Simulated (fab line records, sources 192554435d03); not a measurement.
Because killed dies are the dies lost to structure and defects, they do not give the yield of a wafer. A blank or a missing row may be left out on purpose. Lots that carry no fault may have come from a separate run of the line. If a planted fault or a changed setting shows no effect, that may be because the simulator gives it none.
fab line records / flow n5Finfet
record: lots: 7 wafers: 39
route steps=1938 shown BEOL_M9@1440 BEOL_M14@1751 PAD_METAL@1896
startH: hours from the record's first day to the start of the lot's first wafer shown / waitH: hours from the lot's prior step to this one / " identical to the entry in the row above / L1.1+2: a row that stands for several wafers / - value missing, or start not given / * or withheld: withheld / < > ~ a bound
route shown NAME@n: NAME is a module with steps in the file, n the number in the route of the first one / usual: mean and standard deviation over wafers with no fault / same: alike in all rows / chamber/n: place in a boat / sites: the reading at each site / _std_site: their standard deviation / _edge_site: outer sites' mean less inner sites' / radiusMm: how far each site lies from the wafer's centre / mask NAME#n: copy n / behind: the most recent tool/chamber to have shaped the wafer / hold: reason for holding the lot/hours on hold/outcome of the hold / device: whichever transistor did not switch (one of n, p or np) / end of line: tests run on the same wafers once the route is complete / a step given without rows: its recipe and nothing more / killed: at the first sort, the dies lost to defects and structure; wafer yield is something else / map: the dies of a wafer, with x for killed, . for not killed, _ for no die there
set.NAME: the setting as run; set.NAME@STEP: as run at that earlier step / model.NAME: the simulator's own value behind a step, which no gauge read
one table per step and one row per wafer, for lots whose settings were changed on purpose
== steps ==
step: N5_BEOL_M9_ETCH_66
recipe: chemistry: N2/H2 target: SOC targetDepthA: 800 overetchA: 160 maskMaterial: SiARC tempC: 40 timeS: 120 ionEnergyEv: 200 pressureMtorr: 30 sourceW: 840 biasW: 150 n2FlowSccm: 200 h2FlowSccm: 200
lot.wafer=L074.1+3 tool=rieDiel-02 chamber=3,1 startH=208.39 waitH=0.0 set.timeS=120 model.SiARC_of_BEOL_M9_COAT_64.thkNm=6.4
lot.wafer=L074.2 tool=rieDiel-02 chamber=2 startH=208.39 waitH=0.0 set.timeS=120 model.SiARC_of_BEOL_M9_COAT_64.thkNm=6.8
lot.wafer=L074.4+5+6 tool=rieDiel-02 chamber=0,0,3 startH=208.39 waitH=0.0 set.timeS=120 model.SiARC_of_BEOL_M9_COAT_64.thkNm=6.6
lot.wafer=L075.1+6 tool=rieDiel-03 chamber=1 startH=219.40 waitH=0.0 set.timeS=120 model.SiARC_of_BEOL_M9_COAT_64.thkNm=5.8
lot.wafer=L075.2+3+4 tool=rieDiel-03 chamber=0,3,2 startH=219.40 waitH=0.0 set.timeS=120 model.SiARC_of_BEOL_M9_COAT_64.thkNm=6.4
lot.wafer=L075.5 tool=rieDiel-03 chamber=0 startH=219.40 waitH=0.0 set.timeS=120 model.SiARC_of_BEOL_M9_COAT_64.thkNm=6.2
lot.wafer=L082.1 tool=rieDiel-03 chamber=2 startH=273.86 waitH=0.0 set.timeS=120 model.SiARC_of_BEOL_M9_COAT_64.thkNm=6.2
lot.wafer=L082.4+6 tool=rieDiel-03 chamber=1 startH=273.86 waitH=0.0 set.timeS=120 model.SiARC_of_BEOL_M9_COAT_64.thkNm=5.8
lot.wafer=L085.1+5 tool=rieDiel-03 chamber=2 startH=292.65 waitH=0.0 set.timeS=63.42 model.SiARC_of_BEOL_M9_COAT_64.thkNm=9
lot.wafer=L085.2+4+6 tool=rieDiel-03 chamber=3,0,3 startH=292.65 waitH=0.0 set.timeS=120 model.SiARC_of_BEOL_M9_COAT_64.thkNm=6.2
lot.wafer=L085.3 tool=rieDiel-03 chamber=1 startH=292.65 waitH=0.0 set.timeS=63.42 model.SiARC_of_BEOL_M9_COAT_64.thkNm=8.8
lot.wafer=L088.1+6 tool=rieDiel-05 chamber=2,3 startH=300.53 waitH=0.0 set.timeS=120 model.SiARC_of_BEOL_M9_COAT_64.thkNm=6.6
lot.wafer=L088.2 tool=rieDiel-05 chamber=1 startH=300.53 waitH=0.0 set.timeS=120 model.SiARC_of_BEOL_M9_COAT_64.thkNm=6
lot.wafer=L088.3+4 tool=rieDiel-05 chamber=3,0 startH=300.53 waitH=0.0 set.timeS=89.84 model.SiARC_of_BEOL_M9_COAT_64.thkNm=8
lot.wafer=L088.5 tool=rieDiel-05 chamber=2 startH=300.53 waitH=0.0 set.timeS=89.84 model.SiARC_of_BEOL_M9_COAT_64.thkNm=7.8
lot.wafer=L089.1+6 tool=rieDiel-02 chamber=1 startH=318.09 waitH=0.0 set.timeS=147 model.SiARC_of_BEOL_M9_COAT_64.thkNm=5.2
lot.wafer=L089.2 tool=rieDiel-02 chamber=2 startH=318.09 waitH=0.0 set.timeS=120 model.SiARC_of_BEOL_M9_COAT_64.thkNm=6.6
lot.wafer=L089.3 tool=rieDiel-02 chamber=0 startH=318.09 waitH=0.0 set.timeS=120 model.SiARC_of_BEOL_M9_COAT_64.thkNm=6.4
lot.wafer=L089.4 tool=rieDiel-02 chamber=3 startH=318.09 waitH=0.0 set.timeS=120 model.SiARC_of_BEOL_M9_COAT_64.thkNm=6.2
lot.wafer=L089.5 tool=rieDiel-02 chamber=0 startH=318.09 waitH=0.0 set.timeS=147 model.SiARC_of_BEOL_M9_COAT_64.thkNm=5
lot.wafer=L094.1+3 tool=rieDiel-02 chamber=1,0 startH=343.87 waitH=0.0 set.timeS=102 model.SiARC_of_BEOL_M9_COAT_64.thkNm=7.2
lot.wafer=L094.2+5 tool=rieDiel-02 chamber=3 startH=343.87 waitH=0.0 set.timeS=120 model.SiARC_of_BEOL_M9_COAT_64.thkNm=6.4
lot.wafer=L094.4 tool=rieDiel-02 chamber=2 startH=343.87 waitH=0.0 set.timeS=120 model.SiARC_of_BEOL_M9_COAT_64.thkNm=6.8
lot.wafer=L094.6 tool=rieDiel-02 chamber=2 startH=343.87 waitH=0.0 set.timeS=102 model.SiARC_of_BEOL_M9_COAT_64.thkNm=7.4
step: N5_BEOL_M14_ETCH_68
recipe: chemistry: N2/H2 target: SOC maskMaterial: SiARC sourceW: 3000 biasW: 350 tempC: 40 timeS: 450 ionEnergyEv: 200 pressureMtorr: 30 n2FlowSccm: 200 h2FlowSccm: 200
lot.wafer=L074.1 tool=rieDiel-06 chamber=1 startH=248.51 waitH=0.1 set.timeS=450 model.SiARC_of_BEOL_M14_COAT_66.thkNm=66.2
lot.wafer=L074.2 tool=rieDiel-06 chamber=0 startH=248.51 waitH=0.1 set.timeS=450 model.SiARC_of_BEOL_M14_COAT_66.thkNm=65.4
lot.wafer=L074.3 tool=rieDiel-06 chamber=2 startH=248.51 waitH=0.1 set.timeS=450 model.SiARC_of_BEOL_M14_COAT_66.thkNm=64.6
lot.wafer=L074.4 tool=rieDiel-06 chamber=3 startH=248.51 waitH=0.1 set.timeS=631.9 model.SiARC_of_BEOL_M14_COAT_66.thkNm=45.6
lot.wafer=L074.5 tool=rieDiel-06 chamber=1 startH=248.51 waitH=0.1 set.timeS=631.9 model.SiARC_of_BEOL_M14_COAT_66.thkNm=48
lot.wafer=L074.6 tool=rieDiel-06 chamber=0 startH=248.51 waitH=0.1 set.timeS=631.9 model.SiARC_of_BEOL_M14_COAT_66.thkNm=48.2
lot.wafer=L075.1 tool=rieDiel-04 chamber=3 startH=256.99 waitH=0.1 set.timeS=622.6 model.SiARC_of_BEOL_M14_COAT_66.thkNm=48
lot.wafer=L075.2 tool=rieDiel-04 chamber=0 startH=256.99 waitH=0.1 set.timeS=622.6 model.SiARC_of_BEOL_M14_COAT_66.thkNm=48.4
lot.wafer=L075.3 tool=rieDiel-04 chamber=1 startH=256.99 waitH=0.1 set.timeS=450 model.SiARC_of_BEOL_M14_COAT_66.thkNm=63.4
lot.wafer=L075.4 tool=rieDiel-04 chamber=2 startH=256.99 waitH=0.1 set.timeS=450 model.SiARC_of_BEOL_M14_COAT_66.thkNm=67
lot.wafer=L075.5 tool=rieDiel-04 chamber=0 startH=256.99 waitH=0.1 set.timeS=450 model.SiARC_of_BEOL_M14_COAT_66.thkNm=65.2
lot.wafer=L075.6 tool=rieDiel-04 chamber=3 startH=256.99 waitH=0.1 set.timeS=622.6 model.SiARC_of_BEOL_M14_COAT_66.thkNm=48.2
lot.wafer=L082.1 tool=rieDiel-06 chamber=1 startH=310.30 waitH=0.1 set.timeS=450 model.SiARC_of_BEOL_M14_COAT_66.thkNm=65.6
lot.wafer=L082.4 tool=rieDiel-06 chamber=2 startH=310.30 waitH=0.1 set.timeS=450 model.SiARC_of_BEOL_M14_COAT_66.thkNm=64.8
lot.wafer=L082.6 tool=rieDiel-06 chamber=0 startH=310.30 waitH=0.1 set.timeS=450 model.SiARC_of_BEOL_M14_COAT_66.thkNm=65.8
lot.wafer=L085.1 tool=rieDiel-06 chamber=3 startH=323.33 waitH=0.1 set.timeS=521.4 model.SiARC_of_BEOL_M14_COAT_66.thkNm=56.6
lot.wafer=L085.2 tool=rieDiel-06 chamber=1 startH=323.33 waitH=0.1 set.timeS=521.4 model.SiARC_of_BEOL_M14_COAT_66.thkNm=58.8
lot.wafer=L085.3 tool=rieDiel-06 chamber=2 startH=323.33 waitH=0.1 set.timeS=521.4 model.SiARC_of_BEOL_M14_COAT_66.thkNm=57.2
lot.wafer=L085.4 tool=rieDiel-06 chamber=3 startH=323.33 waitH=0.1 set.timeS=450 model.SiARC_of_BEOL_M14_COAT_66.thkNm=63.8
lot.wafer=L085.5 tool=rieDiel-06 chamber=1 startH=323.33 waitH=0.1 set.timeS=450 model.SiARC_of_BEOL_M14_COAT_66.thkNm=66
lot.wafer=L085.6 tool=rieDiel-06 chamber=2 startH=323.33 waitH=0.1 set.timeS=450 model.SiARC_of_BEOL_M14_COAT_66.thkNm=64.4
lot.wafer=L088.1 tool=rieDiel-06 chamber=0 startH=342.76 waitH=0.1 set.timeS=450 model.SiARC_of_BEOL_M14_COAT_66.thkNm=63.4
lot.wafer=L088.2 tool=rieDiel-06 chamber=1 startH=342.76 waitH=0.1 set.timeS=541.1 model.SiARC_of_BEOL_M14_COAT_66.thkNm=57.6
lot.wafer=L088.3 tool=rieDiel-06 chamber=2 startH=342.76 waitH=0.1 set.timeS=541.1 model.SiARC_of_BEOL_M14_COAT_66.thkNm=55.6
lot.wafer=L088.4 tool=rieDiel-06 chamber=3 startH=342.76 waitH=0.1 set.timeS=450 model.SiARC_of_BEOL_M14_COAT_66.thkNm=64.4
lot.wafer=L088.5 tool=rieDiel-06 chamber=0 startH=342.76 waitH=0.1 set.timeS=450 model.SiARC_of_BEOL_M14_COAT_66.thkNm=63
lot.wafer=L088.6 tool=rieDiel-06 chamber=3 startH=342.76 waitH=0.1 set.timeS=541.1 model.SiARC_of_BEOL_M14_COAT_66.thkNm=54.8
lot.wafer=L089.1 tool=rieDiel-04 chamber=1 startH=355.04 waitH=0.1 set.timeS=450 model.SiARC_of_BEOL_M14_COAT_66.thkNm=62.8
lot.wafer=L089.2 tool=rieDiel-04 chamber=0 startH=355.04 waitH=0.1 set.timeS=450 model.SiARC_of_BEOL_M14_COAT_66.thkNm=64.8
lot.wafer=L089.3 tool=rieDiel-04 chamber=3 startH=355.04 waitH=0.1 set.timeS=613.7 model.SiARC_of_BEOL_M14_COAT_66.thkNm=48.6
lot.wafer=L089.4 tool=rieDiel-04 chamber=3 startH=355.04 waitH=0.1 set.timeS=450 model.SiARC_of_BEOL_M14_COAT_66.thkNm=65.2
lot.wafer=L089.5 tool=rieDiel-04 chamber=1 startH=355.04 waitH=0.1 set.timeS=613.7 model.SiARC_of_BEOL_M14_COAT_66.thkNm=46
lot.wafer=L089.6 tool=rieDiel-04 chamber=0 startH=355.04 waitH=0.1 set.timeS=613.7 model.SiARC_of_BEOL_M14_COAT_66.thkNm=49.2
lot.wafer=L094.1+2 tool=rieDiel-01 chamber=0,1 startH=379.58 waitH=0.1 set.timeS=450 model.SiARC_of_BEOL_M14_COAT_66.thkNm=65
lot.wafer=L094.3 tool=rieDiel-01 chamber=2 startH=379.58 waitH=0.1 set.timeS=450 model.SiARC_of_BEOL_M14_COAT_66.thkNm=66
lot.wafer=L094.4 tool=rieDiel-01 chamber=3 startH=379.58 waitH=0.1 set.timeS=450 model.SiARC_of_BEOL_M14_COAT_66.thkNm=64.6
lot.wafer=L094.5 tool=rieDiel-01 chamber=3 startH=379.58 waitH=0.1 set.timeS=450 model.SiARC_of_BEOL_M14_COAT_66.thkNm=64.2
lot.wafer=L094.6 tool=rieDiel-01 chamber=0 startH=379.58 waitH=0.1 set.timeS=450 model.SiARC_of_BEOL_M14_COAT_66.thkNm=65.2
step: N5_PASSIVATION_AL_DEP_21
recipe: material: Al targetThkA: 28000 tempC: 400 timeS: 170 powerW: 30000 chamberPressurePa: 0.4 gas: Ar
lot.wafer=L074.1 tool=pvdSputter-03 chamber=- startH=266.20 waitH=0.1 set.timeS=170 model.Al_of_PASSIVATION_AL_DEP_21.thkNm=2762
lot.wafer=L074.2 tool=pvdSputter-03 chamber=- startH=266.20 waitH=0.1 set.timeS=170 model.Al_of_PASSIVATION_AL_DEP_21.thkNm=2795
lot.wafer=L074.3 tool=pvdSputter-03 chamber=- startH=266.20 waitH=0.1 set.timeS=170 model.Al_of_PASSIVATION_AL_DEP_21.thkNm=2809
lot.wafer=L074.4 tool=pvdSputter-03 chamber=- startH=266.20 waitH=0.1 set.timeS=170 model.Al_of_PASSIVATION_AL_DEP_21.thkNm=2751
lot.wafer=L074.5 tool=pvdSputter-03 chamber=- startH=266.20 waitH=0.1 set.timeS=170 model.Al_of_PASSIVATION_AL_DEP_21.thkNm=2787
lot.wafer=L074.6 tool=pvdSputter-03 chamber=- startH=266.20 waitH=0.1 set.timeS=170 model.Al_of_PASSIVATION_AL_DEP_21.thkNm=2744
lot.wafer=L075.1 tool=pvdSputter-01 chamber=- startH=275.18 waitH=0.1 set.timeS=221.1 model.Al_of_PASSIVATION_AL_DEP_21.thkNm=3663
lot.wafer=L075.2 tool=pvdSputter-01 chamber=- startH=275.18 waitH=0.1 set.timeS=170 model.Al_of_PASSIVATION_AL_DEP_21.thkNm=2797
lot.wafer=L075.3 tool=pvdSputter-01 chamber=- startH=275.18 waitH=0.1 set.timeS=170 model.Al_of_PASSIVATION_AL_DEP_21.thkNm=2769
lot.wafer=L075.4 tool=pvdSputter-01 chamber=- startH=275.18 waitH=0.1 set.timeS=221.1 model.Al_of_PASSIVATION_AL_DEP_21.thkNm=3564
lot.wafer=L075.5 tool=pvdSputter-01 chamber=- startH=275.18 waitH=0.1 set.timeS=170 model.Al_of_PASSIVATION_AL_DEP_21.thkNm=2774
lot.wafer=L075.6 tool=pvdSputter-01 chamber=- startH=275.18 waitH=0.1 set.timeS=221.1 model.Al_of_PASSIVATION_AL_DEP_21.thkNm=3575
lot.wafer=L082.1 tool=pvdSputter-02 chamber=- startH=333.37 waitH=0.1 set.timeS=170 model.Al_of_PASSIVATION_AL_DEP_21.thkNm=2770
lot.wafer=L082.4 tool=pvdSputter-02 chamber=- startH=333.37 waitH=0.1 set.timeS=170 model.Al_of_PASSIVATION_AL_DEP_21.thkNm=2753
lot.wafer=L082.6 tool=pvdSputter-02 chamber=- startH=333.37 waitH=0.1 set.timeS=170 model.Al_of_PASSIVATION_AL_DEP_21.thkNm=2776
lot.wafer=L085.1 tool=pvdSputter-02 chamber=- startH=351.37 waitH=0.1 set.timeS=170 model.Al_of_PASSIVATION_AL_DEP_21.thkNm=2800
lot.wafer=L085.2 tool=pvdSputter-02 chamber=- startH=351.37 waitH=0.1 set.timeS=170 model.Al_of_PASSIVATION_AL_DEP_21.thkNm=2745
lot.wafer=L085.3 tool=pvdSputter-02 chamber=- startH=351.37 waitH=0.1 set.timeS=226.8 model.Al_of_PASSIVATION_AL_DEP_21.thkNm=3694
lot.wafer=L085.4 tool=pvdSputter-02 chamber=- startH=351.37 waitH=0.1 set.timeS=226.8 model.Al_of_PASSIVATION_AL_DEP_21.thkNm=3748
lot.wafer=L085.5 tool=pvdSputter-02 chamber=- startH=351.37 waitH=0.1 set.timeS=226.8 model.Al_of_PASSIVATION_AL_DEP_21.thkNm=3765
lot.wafer=L085.6 tool=pvdSputter-02 chamber=- startH=351.37 waitH=0.1 set.timeS=170 model.Al_of_PASSIVATION_AL_DEP_21.thkNm=2755
lot.wafer=L088.1 tool=pvdSputter-02 chamber=- startH=363.21 waitH=0.1 set.timeS=170 model.Al_of_PASSIVATION_AL_DEP_21.thkNm=2828
lot.wafer=L088.2 tool=pvdSputter-02 chamber=- startH=363.21 waitH=0.1 set.timeS=143.7 model.Al_of_PASSIVATION_AL_DEP_21.thkNm=2325
lot.wafer=L088.3 tool=pvdSputter-02 chamber=- startH=363.21 waitH=0.1 set.timeS=170 model.Al_of_PASSIVATION_AL_DEP_21.thkNm=2789
lot.wafer=L088.4 tool=pvdSputter-02 chamber=- startH=363.21 waitH=0.1 set.timeS=170 model.Al_of_PASSIVATION_AL_DEP_21.thkNm=2797
lot.wafer=L088.5 tool=pvdSputter-02 chamber=- startH=363.21 waitH=0.1 set.timeS=143.7 model.Al_of_PASSIVATION_AL_DEP_21.thkNm=2331
lot.wafer=L088.6 tool=pvdSputter-02 chamber=- startH=363.21 waitH=0.1 set.timeS=143.7 model.Al_of_PASSIVATION_AL_DEP_21.thkNm=2373
lot.wafer=L089.1 tool=pvdSputter-01 chamber=- startH=372.32 waitH=0.1 set.timeS=170 model.Al_of_PASSIVATION_AL_DEP_21.thkNm=2823
lot.wafer=L089.2 tool=pvdSputter-01 chamber=- startH=372.32 waitH=0.1 set.timeS=170 model.Al_of_PASSIVATION_AL_DEP_21.thkNm=2835
lot.wafer=L089.3 tool=pvdSputter-01 chamber=- startH=372.32 waitH=0.1 set.timeS=170 model.Al_of_PASSIVATION_AL_DEP_21.thkNm=2795
lot.wafer=L089.4 tool=pvdSputter-01 chamber=- startH=372.32 waitH=0.1 set.timeS=170 model.Al_of_PASSIVATION_AL_DEP_21.thkNm=2778
lot.wafer=L089.5 tool=pvdSputter-01 chamber=- startH=372.32 waitH=0.1 set.timeS=170 model.Al_of_PASSIVATION_AL_DEP_21.thkNm=2744
lot.wafer=L089.6 tool=pvdSputter-01 chamber=- startH=372.32 waitH=0.1 set.timeS=170 model.Al_of_PASSIVATION_AL_DEP_21.thkNm=2811
lot.wafer=L094.1 tool=pvdSputter-01 chamber=- startH=397.50 waitH=0.1 set.timeS=126.5 model.Al_of_PASSIVATION_AL_DEP_21.thkNm=2112
lot.wafer=L094.2 tool=pvdSputter-01 chamber=- startH=397.50 waitH=0.1 set.timeS=170 model.Al_of_PASSIVATION_AL_DEP_21.thkNm=2796
lot.wafer=L094.3 tool=pvdSputter-01 chamber=- startH=397.50 waitH=0.1 set.timeS=170 model.Al_of_PASSIVATION_AL_DEP_21.thkNm=2741
lot.wafer=L094.4 tool=pvdSputter-01 chamber=- startH=397.50 waitH=0.1 set.timeS=126.5 model.Al_of_PASSIVATION_AL_DEP_21.thkNm=2079
lot.wafer=L094.5 tool=pvdSputter-01 chamber=- startH=397.50 waitH=0.1 set.timeS=126.5 model.Al_of_PASSIVATION_AL_DEP_21.thkNm=2023
lot.wafer=L094.6 tool=pvdSputter-01 chamber=- startH=397.50 waitH=0.1 set.timeS=170 model.Al_of_PASSIVATION_AL_DEP_21.thkNm=2771
== key ==
split: step: N5_BEOL_M9_ETCH_66 setting: timeS stated: 120 by: wafer
response: step: N5_BEOL_M9_ETCH_66 reading: model.SiARC_of_BEOL_M9_COAT_64.thkNm change: -0.0577 per: 1% r: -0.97
split: step: N5_BEOL_M14_ETCH_68 setting: timeS stated: 450 by: wafer
response: step: N5_BEOL_M14_ETCH_68 reading: model.SiARC_of_BEOL_M14_COAT_66.thkNm change: -0.442 per: 1% r: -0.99
split: step: N5_PASSIVATION_AL_DEP_21 setting: timeS stated: 170 by: wafer
response: step: N5_PASSIVATION_AL_DEP_21 reading: model.Al_of_PASSIVATION_AL_DEP_21.thkNm change: +28.2 per: 1% r: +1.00
